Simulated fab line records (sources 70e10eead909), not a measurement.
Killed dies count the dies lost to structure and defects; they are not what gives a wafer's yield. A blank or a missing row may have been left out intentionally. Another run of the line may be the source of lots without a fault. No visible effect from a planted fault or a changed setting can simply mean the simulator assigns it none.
fab line records	flow nand-harc
record lots=24	wafers=72	last-day=33
route steps=1302 shown A_CONTACT@1087 A_BLC@1131 A_M0@1153
lots with no fault: from the same line, run without faults
start-h: hours from the record's first day to the start of the lot's first wafer shown	wait-h: hours elapsed since this lot's preceding step	" as in the row above	L1.1+2: one row covering several wafers at once	- no value, or no start given	* or withheld: withheld	< > ~ a bound
route shown NAME@n: names a module that has steps shown in the file, with the first one's number in the route	usual: mean/standard deviation of fault-free wafers	same: alike in all rows	chamber/n: place in a boat	sites: per-site readings	_std_site: how widely they spread, as a standard deviation	_edge_site: outer sites' mean less inner sites'	radius-mm: for every site, how far away it sits from the centre of the wafer	mask NAME#n: copy n	behind: the tool/chamber that last shaped the wafer	hold: why the lot went on hold/how many hours it stayed there/how the hold came to an end	device: names the non-switching transistor (n, p or np)	end of line: tests run on the same wafers once the route is complete	a step given without rows: its recipe and nothing more	killed: at the first sort, the dies lost to defects and structure; wafer yield is something else	map: shows each die of a wafer: x if killed, . if not, _ if none is there
set.NAME: the run value of the setting; set.NAME@STEP: its run value at that earlier step	model.NAME: the simulator's own value behind a step, which no gauge read
route steps across a sampled set of lots; one table per step, one row per wafer
services: a tool's chamber out of use, with start hour (start-h, from the record's first day; less than 0 if before it), hours out, and reason
## steps
# step NHARC_A_CONTACT_ETCH_135
# recipe source-w=withheld	pressure-mtorr=20	bias-v=1200	time-s=311	target-depth-a=19120	ar-flow-sccm=withheld	c4f8-flow-sccm=withheld	o2-flow-sccm=withheld	chemistry=C4F8/O2/Ar
# same time-s=311
lot.wafer	tool	chamber	start-h	wait-h	rf-hours-counter-h
L075.2	har-cap-etch-01	0	493.39	0.2	2
L075.1	"	1	"	"	2
L075.3	"	0	"	"	-
L076.1	har-cap-etch-01	1	504.37	0.2	5
L076.3	"	0	"	"	-
L076.5	"	0	"	"	-
L077.3	har-cap-etch-03	1	505.72	0.3	-
L077.5	"	1	"	"	-
L077.6	"	0	"	"	-
L074.3	har-cap-etch-02	0	507.64	0.2	-
L074.4	"	1	"	"	-
L074.5	"	1	"	"	-
L078.1	har-cap-etch-03	1	536.93	0.2	54
L078.2	"	0	"	"	54
L078.5	"	0	"	"	-
L080.3	har-cap-etch-01	0	539.53	0.3	-
L080.5	"	1	"	"	-
L080.6	"	0	"	"	-
L079.1	har-cap-etch-02	0	540.86	0.2	97
L079.3	"	1	"	"	-
L079.6	"	0	"	"	-
L081.1	har-cap-etch-01	0	572.72	0.2	16
L081.4	"	1	"	"	-
L081.6	"	1	"	"	-
L082.2	har-cap-etch-02	0	573.15	0.2	103
L082.3	"	1	"	"	-
L082.4	"	0	"	"	-
L083.1	har-cap-etch-02	0	588.49	0.2	106
L083.2	"	1	"	"	106
L083.6	"	1	"	"	-
L084.1	har-cap-etch-03	1	589.79	0.2	65
L084.2	"	0	"	"	65
L084.4	"	1	"	"	-
L085.2	har-cap-etch-02	1	593.34	0.2	107
L085.4	"	1	"	"	-
L085.6	"	1	"	"	-
L086.1	har-cap-etch-01	0	599.59	0.2	24
L086.2	"	1	"	"	24
L086.6	"	0	"	"	-
L087.1	har-cap-etch-03	1	606.59	0.2	68
L087.2	"	0	"	"	68
L087.5	"	1	"	"	-
L088.4	har-cap-etch-03	0	625.25	0.2	-
L088.3	"	1	"	"	-
L088.5	"	1	"	"	-
L089.1	har-cap-etch-03	0	634.57	0.2	72
L089.4	"	0	"	"	-
L089.5	"	1	"	"	-
L090.2	har-cap-etch-02	1	642.76	0.2	117
L090.1	"	0	"	"	117
L090.5	"	1	"	"	-
L091.1	har-cap-etch-02	1	646.03	0.2	119
L091.5	"	0	"	"	-
L091.6	"	1	"	"	-
L093.2	har-cap-etch-02	0	662.16	0.2	120
L093.5	"	1	"	"	-
L093.6	"	0	"	"	-
L092.1	har-cap-etch-03	1	662.90	0.2	78
L092.2	"	0	"	"	78
L092.5	"	1	"	"	-
L095.2	har-cap-etch-02	1	692.05	0.2	124
L095.3	"	1	"	"	-
L095.6	"	1	"	"	-
L094.1	har-cap-etch-03	0	693.15	0.2	81
L094.2	"	1	"	"	81
L094.6	"	0	"	"	-
L097.1	har-cap-etch-01	0	717.33	0.3	45
L097.3	"	0	"	"	-
L097.6	"	1	"	"	-
L096.1	har-cap-etch-02	1	722.79	0.2	130
L096.3	"	1	"	"	-
L096.4	"	0	"	"	-
# step NHARC_A_CONTACT_ALD_18
# recipe target-thk-a=30	pulse-time-s=1	ald-cycles=150	temp-c=450	material=TiN
# usual heater-power-w=1104/100	precursor-pulse-height-rel=0.998/0.02
lot.wafer	tool	chamber	start-h	wait-h	heater-power-w	precursor-pulse-height-rel
L075.1	ald-metal-03	3	496.19	-	1270	0.977
L075.2	"	0	"	"	1240	1.031
L075.3	"	2	"	"	1231	1.021
L076.1	ald-metal-02	0	507.41	-	918	0.997
L076.3	"	1	"	"	1125	1.013
L076.5	"	0	"	"	934	0.992
L077.3	ald-metal-02	2	508.87	-	1131	0.978
L077.5	"	2	"	"	1116	0.977
L077.6	"	3	"	"	1048	1.016
L074.4	ald-metal-03	1	510.35	-	1107	1.004
L074.3	"	0	"	"	1279	1.007
L074.5	"	1	"	"	1112	0.975
L078.2	ald-metal-01	0	539.84	-	1169	1.008
L078.1	"	3	"	"	1039	0.983
L078.5	"	0	"	"	1179	0.961
L080.3	ald-metal-01	3	542.69	-	1053	0.982
L080.5	"	1	"	"	924	1.004
L080.6	"	0	"	"	1159	1.036
L079.3	ald-metal-03	2	543.67	-	1231	1.029
L079.1	"	1	"	"	1123	0.978
L079.6	"	3	"	"	1280	0.995
L081.1	ald-metal-03	2	575.56	-	1201	1.019
L081.4	"	0	"	"	1157	0.991
L081.6	"	2	"	"	1207	0.972
L082.4	ald-metal-02	2	575.90	-	1120	1.011
L082.2	"	0	"	"	909	0.956
L082.3	"	1	"	"	1130	1.002
L083.1	ald-metal-01	1	591.31	-	955	1.003
L083.2	"	0	"	"	1203	0.979
L083.6	"	3	"	"	1065	1.001
L084.4	ald-metal-03	3	592.62	-	1185	0.957
L084.1	"	1	"	"	1054	0.999
L084.2	"	2	"	"	1195	0.991
L085.2	ald-metal-01	1	596.23	-	952	1.022
L085.4	"	0	"	"	1140	1.042
L085.6	"	1	"	"	925	1.010
L086.2	ald-metal-01	1	602.44	-	931	1.000
L086.1	"	0	"	"	1189	1.021
L086.6	"	0	"	"	1174	0.985
L087.1	ald-metal-02	1	609.45	-	1055	0.994
L087.2	"	2	"	"	1159	0.981
L087.5	"	3	"	"	1077	0.994
L088.4	ald-metal-01	0	627.95	-	1219	0.980
L088.3	"	2	"	"	1021	0.995
L088.5	"	1	"	"	950	1.038
L089.4	ald-metal-01	3	637.63	-	1047	0.943
L089.1	"	1	"	"	925	1.001
L089.5	"	3	"	"	1045	0.987
L090.2	ald-metal-03	2	645.62	-	1194	1.009
L090.1	"	3	"	"	1172	1.032
L090.5	"	1	"	"	1042	1.009
L091.1	ald-metal-01	3	648.79	-	1053	0.969
L091.5	"	3	"	"	1072	0.993
L091.6	"	0	"	"	1201	1.017
L093.2	ald-metal-03	1	664.95	-	1075	0.995
L093.5	"	3	"	"	1170	1.004
L093.6	"	0	"	"	1175	0.969
L092.2	ald-metal-01	1	665.72	-	947	0.979
L092.1	"	0	"	"	1201	0.990
L092.5	"	3	"	"	1050	1.017
L095.3	ald-metal-02	0	694.86	-	960	0.988
L095.2	"	2	"	"	1195	0.997
L095.6	"	1	"	"	1114	1.005
L094.1	ald-metal-03	1	695.94	-	1063	0.992
L094.2	"	0	"	"	1163	0.986
L094.6	"	2	"	"	1224	0.969
L097.3	ald-metal-03	0	720.85	-	1207	1.002
L097.1	"	2	"	"	1185	0.986
L097.6	"	3	"	"	1195	1.044
L096.1	ald-metal-02	0	725.58	-	957	1.033
L096.3	"	2	"	"	1181	1.016
L096.4	"	3	"	"	1110	0.978
# step NHARC_A_BLC_ALD_23
# recipe target-thk-a=30	pulse-time-s=1	ald-cycles=150	temp-c=450	material=TiN
# usual heater-power-w=1090/98	precursor-pulse-height-rel=1.000/0.02
lot.wafer	tool	chamber	start-h	wait-h	heater-power-w	precursor-pulse-height-rel
L075.3	ald-metal-04	0	500.39	-	1011	0.995
L075.1	"	1	"	"	1038	1.004
L075.2	"	3	"	"	1040	1.012
L076.3	ald-metal-04	3	511.40	-	1033	1.013
L076.1	"	1	"	"	1046	1.011
L076.5	"	3	"	"	1041	0.996
L077.3	ald-metal-03	3	512.90	-	1261	0.999
L077.6	"	0	"	"	1240	1.012
L077.5	"	1	"	"	1101	1.025
L074.3	ald-metal-04	3	514.27	-	994	0.998
L074.4	"	1	"	"	1009	1.012
L074.5	"	3	"	"	1001	1.013
L078.2	ald-metal-04	3	543.82	-	1040	1.017
L078.1	"	1	"	"	1005	1.001
L078.5	"	3	"	"	1034	0.982
L080.3	ald-metal-01	1	546.75	-	960	0.980
L080.5	"	3	"	"	1031	1.035
L080.6	"	0	"	"	1171	1.037
L079.1	ald-metal-04	3	547.71	-	1042	1.029
L079.3	"	0	"	"	1006	1.012
L079.6	"	1	"	"	1058	0.980
L081.1	ald-metal-01	3	579.67	-	1044	1.001
L081.6	"	1	"	"	937	1.018
L081.4	"	3	"	"	1046	1.025
L082.3	ald-metal-03	2	579.77	-	1194	0.980
L082.4	"	3	"	"	1190	1.034
L082.2	"	0	"	"	1171	1.005
L083.2	ald-metal-01	3	595.36	-	1057	1.010
L083.1	"	0	"	"	1177	1.008
L083.6	"	3	"	"	1069	0.975
L084.4	ald-metal-04	2	596.51	-	1225	0.965
L084.1	"	3	"	"	1025	1.003
L084.2	"	0	"	"	1012	1.001
L085.4	ald-metal-03	2	600.29	-	1176	1.011
L085.2	"	3	"	"	1153	1.047
L085.6	"	2	"	"	1196	0.994
L086.1	ald-metal-03	1	606.52	-	1056	1.009
L086.2	"	3	"	"	1162	0.987
L086.6	"	1	"	"	1042	0.977
L087.1	ald-metal-01	2	614.13	-	1004	1.002
L087.2	"	0	"	"	1208	1.001
L087.5	"	3	"	"	1040	0.970
L088.4	ald-metal-03	0	631.98	-	1180	1.016
L088.3	"	1	"	"	1067	1.009
L088.5	"	3	"	"	1163	0.989
L089.4	ald-metal-04	3	641.63	-	999	0.997
L089.1	"	2	"	"	1243	0.974
L089.5	"	3	"	"	1004	0.973
L090.1	ald-metal-03	3	649.59	-	1168	1.018
L090.2	"	2	"	"	1199	1.001
L090.5	"	0	"	"	1194	0.989
L091.1	ald-metal-04	0	653.22	-	998	0.984
L091.5	"	3	"	"	1026	0.977
L091.6	"	0	"	"	1010	1.025
L093.2	ald-metal-03	0	668.93	-	1196	1.007
L093.6	"	3	"	"	1203	1.002
L093.5	"	0	"	"	1168	0.993
L092.1	ald-metal-01	2	669.78	-	1006	0.975
L092.2	"	3	"	"	1034	0.975
L092.5	"	1	"	"	962	0.995
L095.3	ald-metal-04	1	698.74	-	1025	0.984
L095.2	"	0	"	"	1008	1.015
L095.6	"	1	"	"	1027	1.000
L094.1	ald-metal-01	0	699.94	-	1196	1.008
L094.2	"	1	"	"	1006	1.013
L094.6	"	0	"	"	1175	0.960
L097.1	ald-metal-01	1	724.74	-	1002	1.012
L097.3	"	3	"	"	1108	1.021
L097.6	"	1	"	"	1017	1.024
L096.3	ald-metal-04	0	729.61	-	985	0.990
L096.4	"	1	"	"	1036	1.003
L096.1	"	3	"	"	1013	0.999
# step NHARC_A_BLC_CVD_24
# recipe target-thk-a=1500	temp-c=300	pressure-torr=40	wf6-flow-sccm=40	h2-flow-sccm=1600	ar-flow-sccm=1560	time-s=434	material=W
# usual heater-power-w=489/65	throttle-valve-pct=7.98/0.27
# same time-s=434
lot.wafer	tool	chamber	start-h	wait-h	heater-power-w	throttle-valve-pct
L075.2	cvd-w-02	1	-	-	487	8.29
L075.1	"	0	"	"	532	7.80
L075.3	"	1	"	"	479	8.09
L076.1	cvd-w-02	1	-	-	469	8.22
L076.3	"	1	"	"	481	8.15
L076.5	"	0	"	"	529	7.74
L077.3	cvd-w-01	1	-	-	575	8.06
L077.6	"	1	"	"	572	8.15
L077.5	"	0	"	"	401	7.99
L074.4	cvd-w-02	1	-	-	484	8.01
L074.3	"	0	"	"	533	8.17
L074.5	"	0	"	"	547	8.08
L078.2	cvd-w-01	0	-	-	384	7.62
L078.1	"	1	"	"	534	7.52
L078.5	"	0	"	"	385	7.75
L080.3	cvd-w-02	1	-	-	471	8.34
L080.6	"	0	"	"	540	8.14
L080.5	"	1	"	"	483	8.60
L079.1	cvd-w-01	1	-	-	534	7.90
L079.3	"	1	"	"	544	7.69
L079.6	"	1	"	"	546	7.96
L081.1	cvd-w-02	1	-	-	483	8.26
L081.4	"	0	"	"	550	8.09
L081.6	"	1	"	"	469	8.33
L082.2	cvd-w-01	1	-	-	544	7.70
L082.4	"	0	"	"	387	7.77
L082.3	"	1	"	"	546	7.80
L083.2	cvd-w-01	1	-	-	552	7.62
L083.1	"	0	"	"	390	7.68
L083.6	"	1	"	"	546	7.77
L084.2	cvd-w-02	0	-	-	532	8.14
L084.1	"	1	"	"	474	8.05
L084.4	"	1	"	"	462	8.65
L085.2	cvd-w-02	0	-	-	556	8.14
L085.4	"	0	"	"	540	7.97
L085.6	"	0	"	"	541	8.06
L086.2	cvd-w-01	0	-	-	382	7.55
L086.1	"	1	"	"	565	7.76
L086.6	"	0	"	"	387	7.60
L087.1	cvd-w-01	0	-	-	381	7.71
L087.2	"	0	"	"	393	7.79
L087.5	"	0	"	"	385	7.50
L088.3	cvd-w-01	1	-	-	558	7.91
L088.4	"	0	"	"	391	8.12
L088.5	"	1	"	"	551	7.75
L089.1	cvd-w-01	1	-	-	551	7.71
L089.4	"	0	"	"	388	7.90
L089.5	"	1	"	"	548	8.13
L090.1	cvd-w-02	1	-	-	495	8.39
L090.2	"	0	"	"	546	8.02
L090.5	"	1	"	"	492	8.16
L091.1	cvd-w-02	1	-	-	497	8.26
L091.6	"	1	"	"	489	8.16
L091.5	"	0	"	"	542	7.99
L093.2	cvd-w-01	0	-	-	392	7.76
L093.5	"	1	"	"	554	7.78
L093.6	"	0	"	"	381	7.87
L092.1	cvd-w-02	0	-	-	543	7.76
L092.2	"	1	"	"	495	8.19
L092.5	"	1	"	"	476	8.36
L095.2	cvd-w-01	0	-	-	383	7.73
L095.3	"	0	"	"	397	8.09
L095.6	"	1	"	"	552	7.76
L094.1	cvd-w-02	0	-	-	551	8.17
L094.2	"	1	"	"	484	8.21
L094.6	"	1	"	"	486	8.24
L097.1	cvd-w-02	0	-	-	551	8.17
L097.3	"	1	"	"	486	8.05
L097.6	"	1	"	"	494	8.35
L096.1	cvd-w-02	1	-	-	486	8.23
L096.4	"	0	"	"	536	7.72
L096.3	"	1	"	"	483	8.60
# step NHARC_A_M0_CD_MEAS_16
# usual cd-nm=80.0/0.59
lot.wafer	tool	chamber	start-h	wait-h	cd-nm
L075.1	cd-sem-03	-	502.94	-	80.7
L075.2	"	-	"	"	79.1
L075.3	"	-	"	"	79.3
L076.1	cd-sem-03	-	513.85	-	80.2
L076.3	"	-	"	"	80.6
L076.5	"	-	"	"	80.2
L077.3	cd-sem-03	-	515.23	-	79.7
L077.5	"	-	"	"	80.4
L077.6	"	-	"	"	79.1
L074.3	cd-sem-02	-	516.68	-	80.4
L074.4	"	-	"	"	80.6
L074.5	"	-	"	"	79.8
L078.1	cd-sem-03	-	546.32	-	80.1
L078.2	"	-	"	"	80.1
L078.5	"	-	"	"	79.7
L080.3	cd-sem-03	-	549.26	-	79.7
L080.5	"	-	"	"	79.1
L080.6	"	-	"	"	79.9
L079.1	cd-sem-02	-	550.18	-	80.4
L079.3	"	-	"	"	80.3
L079.6	"	-	"	"	80.2
L081.1	cd-sem-03	-	582.17	-	80.2
L081.4	"	-	"	"	80.1
L081.6	"	-	"	"	79.8
L082.2	cd-sem-01	-	582.20	-	80.1
L082.3	"	-	"	"	78.9
L082.4	"	-	"	"	79.4
L083.1	cd-sem-01	-	597.97	-	80.2
L083.2	"	-	"	"	80.0
L083.6	"	-	"	"	80.3
L084.1	cd-sem-02	-	599.05	-	80.4
L084.2	"	-	"	"	80.6
L084.4	"	-	"	"	80.2
L085.2	cd-sem-03	-	602.80	-	80.5
L085.4	"	-	"	"	80.2
L085.6	"	-	"	"	80.1
L086.1	cd-sem-01	-	608.91	-	79.7
L086.2	"	-	"	"	80.0
L086.6	"	-	"	"	80.0
L087.1	cd-sem-02	-	617.14	-	79.2
L087.2	"	-	"	"	80.0
L087.5	"	-	"	"	80.4
L088.3	cd-sem-03	-	634.35	-	78.9
L088.4	"	-	"	"	78.7
L088.5	"	-	"	"	79.9
L089.1	cd-sem-02	-	644.17	-	78.9
L089.4	"	-	"	"	78.6
L089.5	"	-	"	"	78.7
L090.1	cd-sem-03	-	652.11	-	80.3
L090.2	"	-	"	"	81.2
L090.5	"	-	"	"	80.7
L091.1	cd-sem-03	-	656.15	-	79.7
L091.5	"	-	"	"	79.9
L091.6	"	-	"	"	79.3
L093.2	cd-sem-01	-	671.46	-	80.3
L093.5	"	-	"	"	80.5
L093.6	"	-	"	"	80.5
L092.1	cd-sem-02	-	672.27	-	80.5
L092.2	"	-	"	"	80.8
L092.5	"	-	"	"	80.6
L095.2	cd-sem-01	-	701.19	-	81.1
L095.3	"	-	"	"	80.4
L095.6	"	-	"	"	80.6
L094.1	cd-sem-01	-	702.52	-	79.8
L094.2	"	-	"	"	80.6
L094.6	"	-	"	"	79.9
L097.1	cd-sem-02	-	727.26	-	80.5
L097.3	"	-	"	"	80.3
L097.6	"	-	"	"	79.8
L096.1	cd-sem-02	-	732.20	-	80.8
L096.3	"	-	"	"	80.0
L096.4	"	-	"	"	80.7
# step NHARC_A_M0_PVD_20
# recipe target-thk-a=50	bias-v=168.6	power-w=15000	chamber-pressure-pa=0.12	time-s=8.06	substrate-temp-c=50	material=TaN
# usual cathode-dc-power-W=15000/2.7	substrate-temp-c=50.00/0.11	throttle-valve-pct=30.3/1.4
# same time-s=8.06
lot.wafer	tool	chamber	start-h	wait-h	cathode-dc-power-W	substrate-temp-c	throttle-valve-pct
L075.2	pvd-sputter-02	-	-	-	14997	49.98	32.5
L075.1	"	-	"	"	14998	50.04	31.3
L075.3	"	-	"	"	14999	49.88	31.1
L076.1	pvd-sputter-02	-	-	-	14999	49.87	32.5
L076.3	"	-	"	"	15005	50.11	31.3
L076.5	"	-	"	"	15001	49.99	27.9
L077.3	pvd-sputter-02	-	-	-	15000	49.90	31.3
L077.5	"	-	"	"	14999	50.08	31.1
L077.6	"	-	"	"	14998	49.85	27.9
L074.4	pvd-sputter-03	-	-	-	14998	49.92	30.9
L074.3	"	-	"	"	14998	49.97	28.9
L074.5	"	-	"	"	15001	49.95	29.7
L078.2	pvd-sputter-02	-	-	-	15001	49.96	32.5
L078.1	"	-	"	"	15000	49.81	31.2
L078.5	"	-	"	"	15002	50.00	27.8
L080.3	pvd-sputter-03	-	-	-	14998	49.81	30.4
L080.6	"	-	"	"	14999	49.92	29.1
L080.5	"	-	"	"	15000	49.96	29.6
L079.1	pvd-sputter-01	-	-	-	15002	50.14	28.5
L079.3	"	-	"	"	14999	50.21	31.3
L079.6	"	-	"	"	14995	50.07	28.6
L081.1	pvd-sputter-03	-	-	-	15002	50.15	30.7
L081.4	"	-	"	"	14997	50.02	29.8
L081.6	"	-	"	"	15000	49.85	30.3
L082.2	pvd-sputter-01	-	-	-	15002	50.03	30.2
L082.3	"	-	"	"	14999	50.12	28.4
L082.4	"	-	"	"	14999	50.13	30.8
L083.2	pvd-sputter-02	-	-	-	15007	50.13	27.9
L083.1	"	-	"	"	15003	49.83	31.1
L083.6	"	-	"	"	15003	49.84	27.7
L084.2	pvd-sputter-01	-	-	-	14998	50.20	30.7
L084.4	"	-	"	"	14999	49.95	33.0
L084.1	"	-	"	"	15001	49.98	30.0
L085.4	pvd-sputter-01	-	-	-	15001	49.90	32.6
L085.2	"	-	"	"	15006	50.02	30.2
L085.6	"	-	"	"	14998	49.98	28.6
L086.2	pvd-sputter-02	-	-	-	14996	49.98	31.2
L086.1	"	-	"	"	15003	49.82	31.2
L086.6	"	-	"	"	14998	50.08	27.6
L087.1	pvd-sputter-01	-	-	-	15000	50.03	32.6
L087.2	"	-	"	"	14996	49.94	30.1
L087.5	"	-	"	"	15003	50.03	32.7
L088.4	pvd-sputter-03	-	-	-	14999	49.95	30.6
L088.3	"	-	"	"	15003	50.02	28.7
L088.5	"	-	"	"	15000	49.84	30.7
L089.1	pvd-sputter-02	-	-	-	15001	49.98	30.6
L089.4	"	-	"	"	15001	49.76	31.2
L089.5	"	-	"	"	15000	49.99	31.0
L090.2	pvd-sputter-03	-	-	-	14998	50.15	30.8
L090.1	"	-	"	"	15002	50.11	29.6
L090.5	"	-	"	"	15001	50.18	30.7
L091.1	pvd-sputter-01	-	-	-	15001	50.15	30.1
L091.6	"	-	"	"	15001	50.16	28.5
L091.5	"	-	"	"	14998	50.06	30.7
L093.2	pvd-sputter-02	-	-	-	14997	49.99	29.0
L093.5	"	-	"	"	15000	49.93	28.8
L093.6	"	-	"	"	15003	49.77	30.9
L092.2	pvd-sputter-03	-	-	-	15003	49.96	30.2
L092.1	"	-	"	"	14999	50.14	28.8
L092.5	"	-	"	"	15001	50.00	30.7
L095.2	pvd-sputter-01	-	-	-	15001	50.07	30.7
L095.3	"	-	"	"	14996	50.08	28.5
L095.6	"	-	"	"	14997	50.17	30.7
L094.2	pvd-sputter-02	-	-	-	14997	49.91	31.4
L094.1	"	-	"	"	15000	49.97	28.8
L094.6	"	-	"	"	15002	49.84	28.9
L097.3	pvd-sputter-01	-	-	-	14999	50.18	28.7
L097.1	"	-	"	"	14998	49.93	30.5
L097.6	"	-	"	"	15002	49.89	28.5
L096.4	pvd-sputter-01	-	-	-	15001	50.03	32.5
L096.1	"	-	"	"	15002	50.16	30.0
L096.3	"	-	"	"	14998	49.84	28.6
## services
tool	chamber	start-h	hours	kind
pvd-sputter-01	-	482.81	6.8	repair
ald-metal-03	1	493.79	5.9	repair
ald-metal-01	2	498.73	107.6	repair
ald-metal-01	-	502.00	10.0	pm
pvd-sputter-02	-	518.38	8.6	repair
pvd-sputter-01	-	522.19	4.6	repair
cvd-w-01	-	523.54	13.0	pm
pvd-sputter-01	-	542.20	7.5	repair
ald-metal-03	-	544.00	10.0	pm
pvd-sputter-01	-	558.04	10.0	pm
ald-metal-04	3	565.80	1.5	repair
cvd-w-02	-	590.55	0.9	repair
cvd-w-02	-	607.30	13.0	pm
cvd-w-01	1	609.48	10.9	repair
ald-metal-04	-	628.00	10.0	pm
cvd-w-01	0	653.28	11.5	repair
ald-metal-01	2	654.14	12.4	repair
cvd-w-02	-	678.45	0.9	repair
ald-metal-01	-	680.00	10.0	pm
ald-metal-03	1	700.27	21.9	repair
cvd-w-01	-	704.54	13.0	pm
ald-metal-01	-	718.59	1.2	repair
ald-metal-03	-	722.00	10.0	pm
har-cap-etch-02	-	730.68	17.0	pm
## key
fault none
